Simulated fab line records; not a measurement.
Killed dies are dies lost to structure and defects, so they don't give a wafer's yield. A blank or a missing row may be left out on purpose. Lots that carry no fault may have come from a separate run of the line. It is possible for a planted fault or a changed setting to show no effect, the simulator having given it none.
fab line records	flow n5_finfet
[record] lots = 6	wafers = 18	last_day = 16
route steps=1938 shown PASSIVATION@1918
lots that met no fault: taken from a fault-free run of the same line
start_h: the number of hours between the record's first day and the start of the first shown wafer of the lot	wait_h: how many hours have passed since the lot's step before this one	" the same as in the row above	L1.1+2: several wafers, shown together as one row	- no value, or no start was given	* or withheld: withheld	< > ~ a bound
route shown NAME@n: NAME is a module with steps in the file, n the number in the route of the first one	usual: the fault-free wafers' mean and standard deviation	same: alike in all rows	chamber/n: place in a boat	sites: each site's reading	_std_site: how widely they spread, as a standard deviation	_edge_site: mean of outer sites minus mean of inner sites	radius_mm: how far each site lies from the wafer's centre	mask NAME#n: copy n	behind: the tool/chamber that last shaped the wafer	hold: what put the lot on hold/how long, in hours/how the hold closed	device: the n, p or np transistor that did not switch	end of line: at the end of the route, the tests of the same wafers	a step with no rows: only its recipe	killed: dies lost to structure and defects at the first sort, not the wafer's yield	map: per-die view of a wafer (x killed, . not killed, _ where there is no die)
set.NAME: the setting the step ran with; set.NAME@STEP: the setting that earlier step ran with	model.NAME: the simulator's own value behind a step, which no gauge read
certain route steps with their lots: each step a table, each wafer a row
services: when a tool's chamber went out of use (start_h, in hours from the record's first day, below 0 if earlier), for how many hours, and the reason
[[steps]]
[step N5_PASSIVATION_COAT_38]
[recipe] spin_rpm = 3000	resist_thk_nm = withheld
[step N5_PASSIVATION_EBR_40]
[recipe] solvent = PGMEA	ebr_width_mm = 1.5
[step N5_PASSIVATION_SOFTBAKE_39]
[recipe] temp_c = 110	time_s = 120
[step N5_PASSIVATION_EXPOSE_41]
[recipe] mask_id = PASS_OPEN	na = 0.55	defocus_nm = 0	source_shape = conventional	sigma_outer = 0.8	polarization = unpolarized	target_cd_nm = 40000	dose_mj = 57.25
[step N5_PASSIVATION_PEB_42]
[recipe] peb_temp_c = withheld	peb_time_s = *
[step N5_PASSIVATION_DEVELOP_43]
[recipe] develop_time_s = 60	rinse_liquid = diw	dry = air_spin	dev_temp_c = 21
[step N5_PASSIVATION_HARDBAKE_45]
[recipe] temp_c = 130	time_s = 120
[step N5_PASSIVATION_CD_MEAS_44]
[recipe] target_cd_nm = 40000	landing_energy_ev = 500	detector = se_inlens
[usual] cd_nm = 39997/5.2
[same] landing_energy_ev = 500
lot.wafer	tool	chamber	start_h	wait_h	cd_nm
L464.2	cd_sem-02	0	286.24	-	39993
L464.4	"	0	"	"	39994
L464.6	"	0	"	"	39996
L469.3	cd_sem-01	0	291.09	-	39999
L469.4	"	0	"	"	39998
L469.6	"	0	"	"	39999
L479.3	cd_sem-01	0	355.45	-	39987
L479.4	"	0	"	"	39987
L479.5	"	0	"	"	39997
L478.1	cd_sem-02	0	356.00	-	40001
L478.2	"	0	"	"	40003
L478.3	"	0	"	"	39999
L480.1	cd_sem-03	0	369.12	-	39985
L480.4	"	0	"	"	39995
L480.6	"	0	"	"	39989
L485.1	cd_sem-02	0	386.92	-	39993
L485.3	"	0	"	"	39996
L485.6	"	0	"	"	39994
[step N5_PASSIVATION_OVL_MEAS_66]
[recipe] points_per_wafer = 44
[usual] PASS_OPEN_OVL = 2/5.1
lot.wafer	tool	chamber	start_h	wait_h	PASS_OPEN_OVL[nm]
L464.2	overlay-01	0	286.27	0.0	3
L464.4	"	0	"	"	3
L464.6	"	0	"	"	2
L469.3	overlay-01	0	291.12	0.0	-4
L469.4	"	0	"	"	5
L469.6	"	0	"	"	0
L479.3	overlay-02	0	355.47	0.0	-3
L479.4	"	0	"	"	0
L479.5	"	0	"	"	-4
L478.1	overlay-01	0	356.03	0.0	6
L478.2	"	0	"	"	9
L478.3	"	0	"	"	5
L480.1	overlay-02	0	369.15	0.0	1
L480.4	"	0	"	"	2
L480.6	"	0	"	"	13
L485.1	overlay-02	0	386.95	0.0	0
L485.3	"	0	"	"	-2
L485.6	"	0	"	"	-3
[step N5_PASSIVATION_INSPECT_67]
[recipe] mode = adi	inspect_instrument = macro
[usual] raw_defect_count = 2.3/1.4
lot.wafer	tool	chamber	start_h	wait_h	raw_defect_count
L464.2	defect_inspect-02	-	286.29	0.0	6
L464.4	"	-	"	"	4
L464.6	"	-	"	"	1
L469.3	defect_inspect-02	-	291.14	0.0	2
L469.4	"	-	"	"	2
L469.6	"	-	"	"	4
L479.3	defect_inspect-02	-	355.50	0.0	2
L479.4	"	-	"	"	1
L479.5	"	-	"	"	2
L478.1	defect_inspect-02	-	356.05	0.0	1
L478.2	"	-	"	"	0
L478.3	"	-	"	"	3
L480.1	defect_inspect-01	-	369.18	0.0	3
L480.4	"	-	"	"	0
L480.6	"	-	"	"	0
L485.1	defect_inspect-02	-	386.97	0.0	4
L485.3	"	-	"	"	3
L485.6	"	-	"	"	2
[step N5_PASSIVATION_DESCUM_46]
[recipe] chemistry = O2	time_s = 7.9	source_power_w = 50	bias_power_w = 20	pressure_mtorr = 20	rf_frequency_hz = 2.712e+07	temp_c = 40	o2_flow_sccm = 225
[usual] drypump_motor_current_A = 5.5/0.5	o2_flow_sccm = 224.9/0.77	oes_product_au = 0.84/0.069	rf_vpp_V = 242.9/1.2	showerhead_plenum_p_Torr = 2.08/0.05	throttle_valve_pct = 20.48/0.15
lot.wafer	tool	chamber	start_h	wait_h	drypump_motor_current_A	o2_flow_sccm	oes_product_au	rf_hours_counter_h	rf_vpp_V	showerhead_plenum_p_Torr	throttle_valve_pct
L464.2	rie_diel-03	3	286.33	0.0	5.5	226.1	0.87	25	243.9	2.15	20.48
L464.4	"	3	"	"	5.5	225.6	0.88	-	243.8	2.15	20.48
L464.6	"	2	"	"	5.8	225.5	0.83	-	243.1	2.14	20.46
L469.3	rie_diel-06	2	291.17	0.0	4.7	224.5	0.88	34	241.9	2.06	20.58
L469.4	"	1	"	"	5.9	225.5	0.94	11	242.5	2.05	20.48
L469.6	"	1	"	"	5.9	225.5	0.94	-	243.4	2.05	20.48
L479.3	rie_diel-06	2	355.68	0.2	4.7	226.5	0.83	60	244.6	2.05	20.63
L479.4	"	3	"	"	4.8	225.3	0.93	13	244.4	2.16	20.46
L479.5	"	3	"	"	4.8	224.8	0.93	-	244.8	2.16	20.45
L478.1	rie_diel-03	3	356.19	0.1	5.5	224.1	0.85	50	243.9	2.14	20.52
L478.2	"	2	"	"	5.8	224.0	0.80	110	244.8	2.13	20.50
L478.3	"	0	"	"	6.3	224.2	0.86	68	242.8	2.03	20.50
L480.1	rie_diel-03	0	369.21	0.0	6.3	224.2	0.86	72	242.1	2.03	20.50
L480.4	"	3	"	"	5.5	224.1	0.84	54	243.4	2.13	20.53
L480.6	"	1	"	"	5.9	224.2	0.82	-	242.1	2.03	20.50
L485.1	rie_diel-05	2	387.01	0.0	4.8	224.0	0.68	236	240.7	2.00	20.76
L485.3	"	1	"	"	5.0	225.2	0.77	111	244.8	2.10	20.40
L485.6	"	0	"	"	5.8	226.5	0.79	-	243.1	2.00	20.45
[step N5_PASSIVATION_PASS_ETCH_47]
[recipe] chemistry = CF4/O2	target = SiNx	target_depth_a = 7700	time_s = 385	ion_energy_ev = 100	pressure_mtorr = 40	source_w = 535	bias_w = 49	Ar_flow_sccm = 100	cf4_flow_sccm = 100	O2_flow_sccm = 10
[usual] bias_w = 49.03/0.15	drypump_motor_current_A = 5.5/0.5	oes_ar_750_au = 0.83/0.061	oes_product_au = 0.84/0.065	rf_vpp_V = 240/5.8	showerhead_plenum_p_Torr = 2.19/0.046	throttle_valve_pct = 15.84/0.16
lot.wafer	tool	chamber	start_h	wait_h	bias_w	drypump_motor_current_A	oes_ar_750_au	oes_product_au	rf_hours_counter_h	rf_vpp_V	showerhead_plenum_p_Torr	throttle_valve_pct
L464.2	rie_diel-03	3	286.36	0.0	49.55	5.5	0.85	0.88	25	247	2.24	15.76
L464.4	"	3	"	"	49.31	5.5	0.86	0.88	-	245	2.24	15.77
L464.6	"	2	"	"	48.96	5.8	0.84	0.84	-	246	2.22	15.59
L469.3	rie_diel-06	2	291.21	0.0	49.02	4.7	0.86	0.87	34	235	2.16	15.84
L469.4	"	1	"	"	49.19	5.9	0.91	0.94	11	239	2.17	15.86
L469.6	"	1	"	"	49.19	5.9	0.92	0.94	-	240	2.17	15.86
L479.3	rie_diel-06	2	355.72	0.0	48.76	4.7	0.82	0.84	60	235	2.15	15.89
L479.4	"	3	"	"	48.95	4.8	0.94	0.93	13	239	2.26	15.73
L479.5	"	3	"	"	48.98	4.8	0.94	0.92	-	238	2.26	15.74
L478.1	rie_diel-03	3	356.23	0.0	49.09	5.5	0.83	0.85	50	245	2.23	15.81
L478.2	"	2	"	"	49.16	5.8	0.81	0.81	110	246	2.21	15.64
L478.3	"	0	"	"	48.74	6.3	0.81	0.85	68	249	2.17	16.06
L480.1	rie_diel-03	0	369.24	0.0	49.08	6.3	0.81	0.83	72	246	2.17	16.06
L480.4	"	3	"	"	48.90	5.5	0.82	0.84	54	245	2.23	15.83
L480.6	"	1	"	"	48.97	5.9	0.81	0.82	-	241	2.12	15.79
L485.1	rie_diel-05	2	387.04	0.0	49.21	4.8	0.70	0.69	236	228	2.09	16.10
L485.3	"	1	"	"	48.92	5.1	0.75	0.76	111	247	2.21	15.79
L485.6	"	0	"	"	48.86	5.9	0.79	0.80	-	236	2.14	16.09
[step N5_PASSIVATION_ETCH_54]
[recipe] chemistry = CHF3/O2	target = SiO2	target_depth_a = 8800	CHF3_flow_sccm = 50	O2_flow_sccm = 5	Ar_flow_sccm = 200	time_s = 440	mask_material = PR	pressure_mtorr = 30	source_w = 650	bias_w = 170	ion_energy_ev = 200
[usual] bias_w = 170.0/0.54	drypump_motor_current_A = 5.5/0.5	oes_ar_750_au = 0.83/0.06	oes_product_au = 0.84/0.066	rf_vpp_V = 521/12	showerhead_plenum_p_Torr = 2.39/0.053	throttle_valve_pct = 18.79/0.16
lot.wafer	tool	chamber	start_h	wait_h	bias_w	drypump_motor_current_A	oes_ar_750_au	oes_product_au	rf_hours_counter_h	rf_vpp_V	showerhead_plenum_p_Torr	throttle_valve_pct
L464.2	rie_diel-03	3	286.59	0.1	169.8	5.5	0.87	0.88	25	533	2.43	18.58
L464.4	"	3	"	"	170.0	5.5	0.88	0.89	-	533	2.43	18.58
L464.6	"	2	"	"	170.1	5.8	0.84	0.84	-	537	2.44	18.62
L469.3	rie_diel-06	2	291.44	0.1	170.4	4.7	0.87	0.87	34	511	2.34	18.71
L469.4	"	1	"	"	170.2	5.9	0.93	0.94	11	519	2.38	18.90
L469.6	"	1	"	"	170.5	5.9	0.91	0.94	-	518	2.38	18.88
L479.3	rie_diel-06	2	355.95	0.1	169.7	4.7	0.83	0.83	60	510	2.33	18.77
L479.4	"	3	"	"	169.6	4.8	0.93	0.93	13	514	2.49	18.80
L479.5	"	3	"	"	170.0	4.8	0.93	0.92	-	517	2.49	18.82
L478.1	rie_diel-03	3	356.46	0.1	158.1	5.5	0.83	0.84	50	501	2.42	18.62
L478.2	"	2	"	"	157.5	5.8	0.81	0.81	110	504	2.43	18.68
L478.3	"	0	"	"	157.3	6.3	0.82	0.84	68	502	2.37	19.00
L480.1	rie_diel-03	0	369.47	0.1	157.3	6.2	0.82	0.84	72	502	2.36	19.02
L480.4	"	3	"	"	157.8	5.5	0.83	0.84	54	500	2.42	18.65
L480.6	"	1	"	"	157.2	5.9	0.80	0.81	-	492	2.32	18.74
L485.1	rie_diel-05	2	387.27	0.1	171.1	4.8	0.69	0.69	236	496	2.28	19.01
L485.3	"	1	"	"	169.4	5.1	0.76	0.77	112	539	2.41	18.69
L485.6	"	0	"	"	169.3	5.9	0.79	0.79	-	517	2.33	18.99
[step N5_PASSIVATION_STRIP_48]
[recipe] chemistry = O2	power_w = 600	temp_c = 60	pressure_mtorr = 30	rf_frequency_hz = 6e+07	bias_power_w = 0	overash_fraction = 0.5	o2_flow_sccm = 225
[usual] drypump_motor_current_A = 5.5/0.51	o2_flow_sccm = 224.9/0.68	oes_product_au = 0.83/0.07	rf_vpp_V = 3.6/2.3	showerhead_plenum_p_Torr = 2.08/0.049	throttle_valve_pct = 16.67/0.15
lot.wafer	tool	chamber	start_h	wait_h	drypump_motor_current_A	o2_flow_sccm	oes_product_au	rf_hours_counter_h	rf_vpp_V	showerhead_plenum_p_Torr	throttle_valve_pct
L464.2	rie_diel-03	3	286.88	0.1	5.5	224.9	0.88	25	2.2	2.15	16.70
L464.4	"	3	"	"	5.5	225.3	0.86	-	3.9	2.15	16.59
L464.6	"	2	"	"	5.8	225.0	0.81	-	6.3	2.14	16.55
L469.3	rie_diel-06	2	291.73	0.1	4.7	225.0	0.87	34	0	2.07	16.76
L469.4	"	1	"	"	5.9	224.4	0.94	11	1.3	2.05	16.68
L469.6	"	1	"	"	5.9	224.8	0.91	-	2.5	2.05	16.64
L479.3	rie_diel-06	2	356.24	0.1	4.7	225.1	0.83	60	2.6	2.06	16.71
L479.4	"	3	"	"	4.8	225.0	0.93	13	2.8	2.16	16.62
L479.5	"	3	"	"	4.9	224.6	0.94	-	6.3	2.16	16.63
L478.1	rie_diel-03	3	356.75	0.1	5.5	223.8	0.84	50	6.3	2.14	16.70
L478.2	"	2	"	"	5.8	225.4	0.80	110	2.9	2.13	16.65
L478.3	"	0	"	"	6.3	224.5	0.86	68	2.5	2.03	16.74
L480.1	rie_diel-03	0	369.76	0.1	6.3	225.1	0.83	72	0.1	2.03	16.72
L480.4	"	3	"	"	5.5	225.8	0.82	54	2.6	2.14	16.75
L480.6	"	1	"	"	5.9	224.0	0.82	-	7.9	2.04	16.72
L485.1	rie_diel-05	2	387.56	0.1	4.8	225.8	0.70	236	4.2	2.00	17.07
L485.3	"	1	"	"	5.1	225.9	0.78	112	5.5	2.11	16.63
L485.6	"	0	"	"	5.9	223.9	0.77	-	1.1	2.01	16.73
[step N5_PASSIVATION_PROBE_49]
[usual] defect_limited_yield = 91.3/1.4	killed_at_M0_to_M3 = 32/9.5	killed_at_M4_up = 14/5.2	killed_at_contacts = 13/5.7	killed_at_front_end = 41/12	killed_at_other = 3.5/2.6	killed_dies = 103/17	killed_open = 68/14	killed_short = 32/7	sort_bin_5_function = 5.0/0.91	sort_bin_6_memory = 3.3/0.7	sort_bin_8_speed = 0.03/0.22	sort_n_pass = 1076/17	sort_yield_pct = 91.2/1.4
[same] gross_dies = 1180	killed_at_back_side = 0	sort_bin_4_leakage[%] = 0
lot.wafer	tool	chamber	start_h	wait_h	defect_limited_yield[%]	killed_at_M0_to_M3	killed_at_M4_up	killed_at_contacts	killed_at_front_end	killed_at_other	killed_dies	killed_open	killed_short	sort_bin_5_function[%]	sort_bin_6_memory[%]	sort_bin_8_speed[%]	sort_n_pass	sort_yield_pct[%]
L469.3	prober-02	-	294.33	0.1	88.6	28	13	9	76	8	134	99	35	6.8	4.3	0	1046	88.6
L469.4	prober-02	-	294.38	0.2	87.5	55	13	15	59	5	147	113	34	6.8	5.2	0	1033	87.5
L469.6	prober-02	-	294.48	0.3	90.8	34	17	15	38	5	109	83	25	4.7	4.2	0.08	1070	90.7
// killed by level:class
L469.3 FIN_SAQP:geometric_particle:open=31 STI_FIN_REVEAL:geometric_particle:open=16 FIN_SAQP:geometric_particle:short=12 MOL_CONTACT_COAG:geometric_particle:open=9 BEOL_M0_SAQP:geometric_particle:short=7 PAD_METAL:geometric_particle:open=7 DUMMY_GATE:geometric_particle:open=6 BEOL_M3:geometric_particle:open=6
L469.4 STI_FIN_REVEAL:geometric_particle:open=27 BEOL_M1:geometric_particle:open=14 BEOL_M2:geometric_particle:open=13 MOL_CONTACT_COAG:geometric_particle:open=12 BEOL_M3:geometric_particle:open=12 FIN_SAQP:geometric_particle:short=9 FIN_SAQP:geometric_particle:open=6 BEOL_M0_SAQP:geometric_particle:open=6
L469.6 MOL_CONTACT_COAG:geometric_particle:open=14 STI_FIN_REVEAL:geometric_particle:open=11 BEOL_M2:geometric_particle:open=9 BEOL_M3:geometric_particle:open=9 FIN_SAQP:geometric_particle:open=7 BEOL_M4:geometric_particle:open=7 BEOL_M0_SAQP:geometric_particle:short=6 BEOL_M1:geometric_particle:open=5
[[services]]
tool	chamber	start_h	hours	kind
rie_diel-06	3	296.00	-	clean
rie_diel-06	3	296.00	-	consumable_replace:focus_ring
rie_diel-06	3	296.00	26.2	scheduled_down
rie_diel-06	3	296.00	26.2	vent_cycle
rie_diel-05	3	321.96	-	clean
rie_diel-05	3	321.96	-	consumable_replace:focus_ring
[[key]]
[first_sign] step = N5_PASSIVATION_ETCH_54	reading = bias_w	direction = down	sigmas = 23	usual = *	struck = *
[effect] step = N5_PASSIVATION_ETCH_54	reading = rf_vpp_V	direction = down	sigmas = 1.7	usual = 521	struck = 500
met_at N5_PASSIVATION_ETCH_54
struck_wafers L478.1,L478.2,L478.3,L480.1,L480.4,L480.6
onset_between 286.59 356.46
[fault] kind = process_parameter_drift	tool = rie_diel-03	chamber = -	onset_h = 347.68	steps = N5_PASSIVATION_ETCH_54	channel = bias_w	offset = *	shape = step	end_h = 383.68	acts_in = *	stated = *
